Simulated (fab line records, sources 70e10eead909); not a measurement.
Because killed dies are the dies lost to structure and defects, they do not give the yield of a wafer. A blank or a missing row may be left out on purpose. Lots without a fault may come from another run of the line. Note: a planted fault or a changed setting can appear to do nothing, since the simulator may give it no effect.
Which tool did it? -- flow nand harc -- 39 wafers from 13 lots sampled at 6 of the route's 1302 steps

## WHAT EACH GAUGE READ, for each wafer
NHARC_A_ZERO_WELL_CD_MEAS_10 targets a cd of 2000 nm.
lot,measured,on,cd nm (nm)
L732,day 7 01:51,cd sem-01,1999.4 2001.3 2000.0
L733,day 7 14:42,cd sem-01,2000.5 2000.2 2001.9
L734,day 7 19:55,cd sem-01,2001.3 2001.1 2001.1
L736,day 8 17:35,cd sem-03,2003.9 1999.3 2001.4
L737,day 9 09:49,cd sem-01,1998.9 2001.6 2002.4
L738,day 9 17:28,cd sem-02,1998.5 1999.6 1997.5
L740,day 10 15:41,cd sem-03,1998.5 1997.1 1997.2
L741,day 10 23:17,cd sem-02,2000.3 1998.7 2000.1
L743,day 11 12:46,cd sem-03,2001.4 1998.3 1997.6
L747,day 13 13:21,cd sem-02,1996.4 1998.0 1997.4
L752,day 15 16:09,cd sem-01,1999.5 1999.0 2000.2
L753,day 15 20:21,cd sem-01,1998.7 1997.8 1999.9
L754,day 16 03:34,cd sem-02,1999.7 2001.0 2001.4

NHARC_A_ONON_D1_THK_MEAS_24: measures by ellipsometry.
lot,measured,on,thk nm (nm)
L732,day 8 13:08,film metro-02,1007 1007 1006
L733,day 9 02:44,film metro-02,1008 1008 1009
L734,day 9 11:01,film metro-02,994 991 992
L736,day 10 04:44,film metro-01,988 985 986
L737,day 10 22:10,film metro-01,1007 1008 1006
L738,day 11 06:11,film metro-02,996 995 995
L740,day 12 04:05,film metro-02,1003 1004 1006
L741,day 12 10:38,film metro-02,986 984 985
L743,day 13 02:52,film metro-02,1021 1019 1021
L747,day 14 23:17,film metro-02,469 1007 472
L752,day 17 05:04,film metro-01,982 985 982
L753,day 17 05:05,film metro-02,1010 1010 1012
L754,day 17 13:02,film metro-01,1016 1017 1016

NHARC_END_SORT_01.
lot,measured,on,killed at array,killed at other,killed at periphery,killed dies,killed open,killed short
L747,day 30 17:49,prober-02,671 55 669,1 0 1,5 7 7,677 62 677,7 5 5,5 3 5

## WHICH TOOL RAN EACH LOT (tool, then ch and the chambers of the sampled wafers, then the start)
lot,NHARC_P_BONDPAD_ANNEAL_28,NHARC_A_ONON_D1_DEP_22,NHARC_A_CHANNEL_HOLE_D1_DEP_01
L732,"rtp anneal-01 ch 0, day 6 23:48","pecvd onon-04 ch 0, day 8 12:37","pecvd-02 ch 1,2, day 8 16:55"
L733,"rtp anneal-01 ch 0, day 7 12:34","pecvd onon-03 ch 0, day 9 02:17","pecvd-01 ch 0,1,2, day 9 08:53"
L734,"rtp anneal-02 ch 0, day 7 17:46","pecvd onon-03 ch 0, day 9 10:34","pecvd-01 ch 0,1, day 9 16:32"
L736,"rtp anneal-01 ch 0, day 8 15:30","pecvd onon-03 ch 0, day 10 04:20","pecvd-02 ch 0,1,2, day 10 08:31"
L737,"rtp anneal-01 ch 0, day 9 07:47","pecvd onon-04 ch 0, day 10 21:50","pecvd-02 ch 0,1,2, day 11 01:55"
L738,"rtp anneal-01 ch 0, day 9 15:16","pecvd onon-03 ch 0, day 11 05:40","pecvd-02 ch 0,1,2, day 11 11:20"
L740,"rtp anneal-01 ch 0, day 10 13:28","pecvd onon-03 ch 0, day 12 03:35","pecvd-02 ch 1,2, day 12 08:42"
L741,"rtp anneal-02 ch 0, day 10 21:08","pecvd onon-03 ch 0, day 12 10:11","pecvd-03 ch 0,1, day 12 15:13"
L743,"rtp anneal-02 ch 0, day 11 10:35","pecvd onon-02 ch 0, day 13 02:21","pecvd-02 ch 0,1,2, day 13 06:58"
L747,"rtp anneal-02 ch 0, day 13 11:16","pecvd onon-03 ch 0, day 14 22:46","pecvd-02 ch 1, day 15 03:25"
L752,"rtp anneal-02 ch 0, day 15 13:58","pecvd onon-04 ch 0, day 17 04:37","pecvd-03 ch 0,1, day 17 08:47"
L753,"rtp anneal-02 ch 0, day 15 18:09","pecvd onon-02 ch 0, day 17 04:35","pecvd-03 ch 1,2, day 17 09:20"
L754,"rtp anneal-01 ch 0, day 16 01:23","pecvd onon-02 ch 0, day 17 12:32","pecvd-02 ch 1,2, day 17 19:47"
- NHARC_P_BONDPAD_ANNEAL_28: time 90 s.
- NHARC_A_ONON_D1_DEP_22: target thk 1000 nm.
- NHARC_A_CHANNEL_HOLE_D1_DEP_01: deposits SiON, target thk 140 nm.

## AS READ BY THE TOOLS THEMSELVES (means over the sampled wafers that have a number; for cases with no such wafer, the mark the record gives instead)
NHARC_P_BONDPAD_ANNEAL_28.
lot,tool,wafer_temp_C_max
L732,rtp anneal-01,225.6
L733,rtp anneal-01,225.9
L734,rtp anneal-02,226.5
L736,rtp anneal-01,225.9
L737,rtp anneal-01,225.8
L738,rtp anneal-01,226.0
L740,rtp anneal-01,225.6
L741,rtp anneal-02,226.5
L743,rtp anneal-02,226.7
L747,rtp anneal-02,226.5
L752,rtp anneal-02,226.5
L753,rtp anneal-02,226.6
L754,rtp anneal-01,226.1

NHARC_A_ONON_D1_DEP_22.
lot,tool,n2o flow sccm (sccm)
L732,pecvd onon-04,1992
L733,pecvd onon-03,2000
L734,pecvd onon-03,2000
L736,pecvd onon-03,2000
L737,pecvd onon-04,2010
L738,pecvd onon-03,2008
L740,pecvd onon-03,2002
L741,pecvd onon-03,2004
L743,pecvd onon-02,1998
L747,pecvd onon-03,1994
L752,pecvd onon-04,1998
L753,pecvd onon-02,1995
L754,pecvd onon-02,2001

NHARC_A_CHANNEL_HOLE_D1_DEP_01.
lot,tool,heater power w (W),rf fwd power W (W)
L732,pecvd-02,775,348.2
L733,pecvd-01,747,348.9
L734,pecvd-01,866,348.3
L736,pecvd-02,702,349.6
L737,pecvd-02,705,348.7
L738,pecvd-02,705,347.8
L740,pecvd-02,774,348.7
L741,pecvd-03,647,349.6
L743,pecvd-02,691,347.9
L747,pecvd-02,890,348.5
L752,pecvd-03,680,348.1
L753,pecvd-03,794,349.2
L754,pecvd-02,756,347.7

## THE ANSWER, worked out from the rows above alone
Rule: usual is defined by the lots themselves. The widest of any qualifying gaps counts: lots, ordered by their means at a reading, are off when they make up no more than a third of the lots, leave a main group of 4 or more, and stand apart from it by 3 or more times the standard deviation of that group's means. Not used: any main group whose means are identical at the precision the tables above print for the reading. A lot without any number at a reading at which 4 lots or more have one is off too. Where the step has rows for the other lots, those lots are counted as sound. Order of review: gauges by route order, followed by the tools' own readings, for which a lot's mean as printed above is used. The first step at which some lot is off is used, and at that step the reading that is off furthest; a lot without a number counts as furthest.
Off at NHARC_A_ONON_D1_THK_MEAS_24 (thk nm): L747. Mean 1001 nm and standard deviation 12 in the main group.
If a tool, at a process step before that reading, ran all the lots that are off and no sound lot after the first of them, it fits. Those tools and the gauges at NHARC_A_ONON_D1_THK_MEAS_24 are tried in the same way. One fits: pecvd onon-03 at NHARC_A_ONON_D1_DEP_22. A fault onset in the window from L741 (day 12 10:11, its last sound lot) to L747 (day 14 22:46, its first lot off) fits.

## WHAT WAS PUT IN BY THE SIMULATOR
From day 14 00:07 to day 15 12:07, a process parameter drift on pecvd onon-03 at NHARC_A_ONON_D1_DEP_22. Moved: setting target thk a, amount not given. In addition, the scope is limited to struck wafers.
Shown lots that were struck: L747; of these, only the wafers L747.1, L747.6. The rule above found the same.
